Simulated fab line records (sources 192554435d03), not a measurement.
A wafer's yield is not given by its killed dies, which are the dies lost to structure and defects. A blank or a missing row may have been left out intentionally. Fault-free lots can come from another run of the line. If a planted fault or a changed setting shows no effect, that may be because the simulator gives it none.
Chamber matching -- flow n5_finfet -- 3 sister chambers for N5_MOL_CONTACT_COAG_ETCH_65 on rie_diel-06
The step etches underlayer in N2/H2, target depth 13 nm, time 10.4 s. 18 wafers are shown with their chamber, then 7 later ones without.

## EACH WAFER AND ITS CHAMBER
wafer,chamber,drypump_motor_current_A (A),showerhead_plenum_p_Torr (Torr),throttle_valve_pct (%)
L074.2,0,5.9,2.59,17.94
L074.3,3,5.9,2.52,18.38
L074.4,0,5.9,2.59,17.94
L082.1,3,5.9,2.51,18.43
L082.2,0,6.0,2.58,17.99
L082.4,3,5.9,2.51,18.41
L083.4,2,5.3,2.42,18.06
L083.5,3,5.9,2.51,18.39
L083.6,0,6.0,2.58,17.98
L085.2,2,5.3,2.41,18.09
L085.3,3,5.9,2.50,18.41
L085.6,0,6.0,2.58,18.00
L090.1,2,5.3,2.41,18.10
L090.4,3,5.9,2.50,18.44
L090.6,2,5.3,2.41,18.11
L089.1,3,5.9,2.50,18.47
L089.4,3,5.9,2.50,18.45
L089.6,2,5.3,2.41,18.13

SIGNATURES, as means of the wafers listed above
reading,chamber 0,chamber 2,chamber 3,scatter within a chamber
drypump_motor_current_A,5.960,5.300,5.900,0.0283
showerhead_plenum_p_Torr,2.5840,2.4120,2.5063,0.00626
throttle_valve_pct,17.9700,18.0980,18.4225,0.0288
Rule: distance of a wafer from a chamber = root of the sum over the readings of ((wafer's reading minus chamber's mean) / reading's scatter) squared. If the next closest chamber is less than 2 further off than the closest, the wafer can't be placed; otherwise it belongs to the closest. The scatter is the square root of a quotient: the sum, over the shown wafers, of each reading's squared deviation from its chamber's mean, divided by wafers minus chambers.

## WAFERS WHOSE CHAMBER IS MISSING
wafer,drypump_motor_current_A (A),showerhead_plenum_p_Torr (Torr),throttle_valve_pct (%)
L092.2,5.9,2.50,18.44
L092.6,5.3,2.40,18.11
L093.1,5.3,2.40,18.13
L093.6,5.3,2.40,18.16
L094.2,5.3,2.40,18.13
L094.3,5.9,2.57,17.53
L094.5,6.0,2.57,17.53

## WHICH CHAMBER EACH WENT THROUGH
wafer,from the rows above,in truth
L092.2,3,3
L092.6,2,2
L093.1,2,2
L093.6,2,2
L094.2,2,2
L094.3,0,0
L094.5,0,0
7 of 7 placed correctly. From these rows, 0 cannot be placed. Number placed wrongly: 0.
